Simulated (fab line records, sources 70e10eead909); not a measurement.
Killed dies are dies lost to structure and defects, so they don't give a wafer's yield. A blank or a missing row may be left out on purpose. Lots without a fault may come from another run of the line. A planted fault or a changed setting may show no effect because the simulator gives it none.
Which tool did it? | flow nand_harc | 7 lots, 19 wafers sampled, at 4 steps of a route of 1159

WHAT THE GAUGES READ, wafer by wafer
NHARC_A_M1_INSPECT_11.
lot  | measured     | on                | raw_defect_count
L272 | day 17 22:31 | defect_inspect-02 | 42 39 42
L274 | day 18 08:41 | defect_inspect-02 | 20 31 26
L279 | day 19 05:54 | defect_inspect-01 | 21 27 25
L278 | day 19 21:39 | defect_inspect-01 | 21 34 26
L288 | day 22 01:36 | defect_inspect-01 | 745 745
L289 | day 22 02:41 | defect_inspect-01 | 39 38 42
L294 | day 23 12:08 | defect_inspect-01 | 22 27 17

WHICH TOOL RAN EACH LOT (tool, then ch and the chambers of the sampled wafers, then the start)
lot  | NHARC_A_M0_DEGAS_28          | NHARC_A_M0_PVD_20                       | NHARC_A_M0_DEP_32
L272 | pvd_sputter-03, day 17 19:08 | pvd_sputter-03, day 17 21:09 or earlier | pecvd-02 ch 0,1,2, day 17 21:09
L274 | pvd_sputter-03, day 18 05:31 | pvd_sputter-03, day 18 07:28 or earlier | pecvd-03 ch 0,1, day 18 07:28
L279 | pvd_sputter-03, day 19 02:53 | pvd_sputter-03, day 19 04:48 or earlier | pecvd-02 ch 0,1,2, day 19 04:48
L278 | pvd_sputter-01, day 19 18:36 | pvd_sputter-01, day 19 20:23 or earlier | pecvd-04 ch 0,1,2, day 19 20:23
L288 | pvd_sputter-02, day 21 22:22 | pvd_sputter-02, day 22 00:18 or earlier | pecvd-02 ch 2, day 22 00:18
L289 | pvd_sputter-02, day 21 23:23 | pvd_sputter-02, day 22 01:19 or earlier | pecvd-04 ch 0,1, day 22 01:19
L294 | pvd_sputter-01, day 23 08:59 | pvd_sputter-01, day 23 10:48 or earlier | pecvd-03 ch 1,2, day 23 10:48
- NHARC_A_M0_DEGAS_28: time 60 s.
- NHARC_A_M0_PVD_20: deposits TaN, target thk 5 nm, time 8.06 s.
- NHARC_A_M0_DEP_32: deposits SiCN, target thk 30 nm.

THE ANSWER, worked out from the rows above alone
Rule: what is usual is taken from the lots themselves. Put in order of their means at a reading, lots are off if they are a third of the lots or fewer, leave a main group of 4 or more, and stand apart from it by a gap of 3 or more times the standard deviation of the main group's means; of several such gaps the widest counts. A main group whose means are all the same, to the digits that the tables above print for the reading, isn't used. A lot without any number at a reading at which 4 lots or more have one is off too. The other lots that the step has rows for count as sound.
Off: L288, at NHARC_A_M1_INSPECT_11 (raw_defect_count). The main group: mean 30, standard deviation 7.5.
A tool fits if, at a process step before that reading, it ran every lot that is off, and no sound lot after the first of them. The gauges at NHARC_A_M1_INSPECT_11 are tried like those tools. NHARC_A_M0_PVD_20 gives no start for some lots, so the hours and the order of its lots are those of NHARC_A_M0_DEP_32. One fits: pecvd-02 at NHARC_A_M0_DEP_32. Its last sound lot is L279 (day 19 04:48), its first lot that is off L288 (day 22 00:18): a fault that began between those two fits.

WHAT THE SIMULATOR HAD PUT IN
Chamber particle source: pecvd-02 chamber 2, from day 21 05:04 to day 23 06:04, at NHARC_A_M0_DEP_32. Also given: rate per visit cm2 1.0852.
Lots struck among those shown: L288. The rule above found the same.
